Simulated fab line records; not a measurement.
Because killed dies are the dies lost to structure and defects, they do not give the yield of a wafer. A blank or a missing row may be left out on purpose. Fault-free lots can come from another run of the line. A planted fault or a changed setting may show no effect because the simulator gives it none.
Chamber matching    flow n5Finfet    rieDiel-06 running N5_BEOL_M6_DESCUM_16: 4 sister chambers
The step chemistry O2, time 7.9 s. 8 wafers are shown with their chamber, then 8 later ones without.

== EACH WAFER AND ITS CHAMBER ==
wafer   chamber  showerheadPlenumPTorr (Torr)  drypumpMotorCurrentA (A)
L082.1  0        2.13                          5.2
L084.1  1        2.23                          6.3
L084.2  3        2.05                          5.0
L084.5  0        2.13                          5.2
L091.3  3        2.04                          5.1
L091.4  1        2.22                          6.3
L091.6  2        2.09                          5.8
L092.2  2        2.09                          5.8

== WAFERS MISSING THEIR CHAMBER ==
wafer   showerheadPlenumPTorr (Torr)  drypumpMotorCurrentA (A)
L092.3  2.22                          6.3
L092.5  2.04                          5.0
L094.2  2.04                          5.1
L094.4  2.04                          5.0
L094.5  2.22                          6.4
L096.3  2.22                          6.4
L096.5  2.08                          5.8
L096.6  2.04                          5.0

== THE CHAMBER EACH PASSED THROUGH ==
wafer   from the rows above  in truth
L092.3  1                    1
L092.5  3                    3
L094.2  3                    3
L094.4  3                    3
L094.5  1                    1
L096.3  1                    1
L096.5  2                    2
L096.6  3                    3
Correctly placed: 8 of 8. Left unplaced by these rows: 0. Wrongly placed: 0.
How it was worked out, from the rows above alone: a wafer's distance from a chamber is the root of the sum, over the readings, of the square of ((its reading less the chamber's mean) divided by the reading's scatter). The wafer belongs to the nearest chamber; if the next one is less than 2 further off, it can't be placed. For every chamber, the mean is computed from those of its wafers that are shown. How the scatter is found: for the shown wafers, subtract from each reading the mean of its chamber, square and add these, divide the total by (wafers less chambers), then take the root.
